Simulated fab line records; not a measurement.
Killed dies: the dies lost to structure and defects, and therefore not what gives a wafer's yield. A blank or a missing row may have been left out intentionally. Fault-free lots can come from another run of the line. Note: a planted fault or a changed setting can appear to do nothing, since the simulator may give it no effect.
Code-filled problem report in 8D (eight disciplines) form	flow n5Finfet	the parts of the form that need people (team, actions taken, sign-off) are left out

1. THE ISSUE
Mean of rawDefectCount at N5_BEOL_M3_INSPECT_30: 959 across 5 wafers in 2 lots; on wafers with no fault it is 406 (standard deviation 110). That is +5.0 standard deviations from the usual mean.
The step: inspects for defects (brightfield).
First seen on wafer L740.1, day 10 06:34, on defectInspect-02. The record holds 12 wafers of 4 lots with a number at this step. By rule, "out" or "out of limits" means more than 4 standard deviations away from the usual mean. The other wafers with a number count as sound.

2. WHAT IT IS AND WHAT IT IS NOT
question	is	is not
which readings at this step	rawDefectCount	-
which lots	L740, L743	L732, L744
which wafers of those lots	L740.1, L740.3, L740.6, L743.3, L743.5	L743.2
read on which gauges	defectInspect-01, defectInspect-02	-
when	from day 10 06:34	up to then (3 sound wafers); but 4 sound wafers of L743, L744 came after

3. THE SUSPECTS, EACH WITH WHAT RULES IT OUT
Counting: if a tool at a process step up to the reading ran every lot that is out, it stays a suspect. Sound lots after the first of them don't rule it out here, since some wafers of a struck lot are sound.
- the gauge at N5_BEOL_M3_INSPECT_30 is ruled out. 2 gauges (defectInspect-01, defectInspect-02) read the wafers that are out.
- rieMetal-02 at N5_BEOL_M3_HM_OPEN_17 (chemistry Cl2/BCl3, target TiN, target depth 20 nm, overetch 6 nm): kept. Ran every lot that is out, first one L740 (day 10 05:52); last sound lot up to then L732 (day 8 10:15).
- Within rieMetal-02 at N5_BEOL_M3_HM_OPEN_17: the wafers that are out ran in chamber 1; their sound lot-mates ran in chamber 0.
After counting, what remains is rieMetal-02 at N5_BEOL_M3_HM_OPEN_17.

4. THE CAUSE (what the simulator had put in)
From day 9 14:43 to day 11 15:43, rieMetal-02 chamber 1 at N5_BEOL_M3_HM_OPEN_17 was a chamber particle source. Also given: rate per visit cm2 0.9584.
Only this tool survived the counting.

5. SEQUENCE OF EFFECTS, ordered by route
Each row: a reading whose mean over the struck wafers that have a number lies more than 3 standard deviations from the usual. Only readings for which the record gives a usual standard deviation are gone through. hours: the time from each lot's start at the first step in this table that gives one to its start at this step, as a median over the lots. sigmas: the change in usual standard deviations.
hours	step	reading	usual	on struck wafers	change	sigmas
0	N5_BEOL_M3_INSPECT_30	rawDefectCount	406	959	+553	+5.0
119	N5_PASSIVATION_PROBE_49	defectLimitedYield	91.2 %	81.9	-9.3	-5.8
119	N5_PASSIVATION_PROBE_49	killed_at_M0_to_M3	34	149	+115	+10
119	N5_PASSIVATION_PROBE_49	killedDies	104	214	+110	+5.8
119	N5_PASSIVATION_PROBE_49	sort_bin_5_function	5.1 %	11.4	+6.3	+6.3
119	N5_PASSIVATION_PROBE_49	sortNPass	1076	966	-110	-5.8
119	N5_PASSIVATION_PROBE_49	sortYieldPct	91.2 %	81.9	-9.3	-5.8
Here are the process steps it includes:
- N5_PASSIVATION_PROBE_49
Later measuring or inspecting steps at which every struck wafer that the step has a row for has a number for every such reading, and none has moved that far: N5_BEOL_M4_RC_MEAS_101.

6. WHAT WOULD HAVE CAUGHT IT SOONER
Counted from the fault's start at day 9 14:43, it took 16 hours until the first out-of-limits reading at a measuring or inspecting step in this record, taken at day 10 06:34.
No tool reading at N5_BEOL_M3_HM_OPEN_17 that has a usual standard deviation in the record was out on any struck wafer, so an alarm limit of 4 standard deviations on those readings would not have fired.
L743, from the lots that are out (2), started N5_BEOL_M3_HM_OPEN_17 on rieMetal-02 later than day 10 06:34. Putting the tool on hold at that point would have spared it.
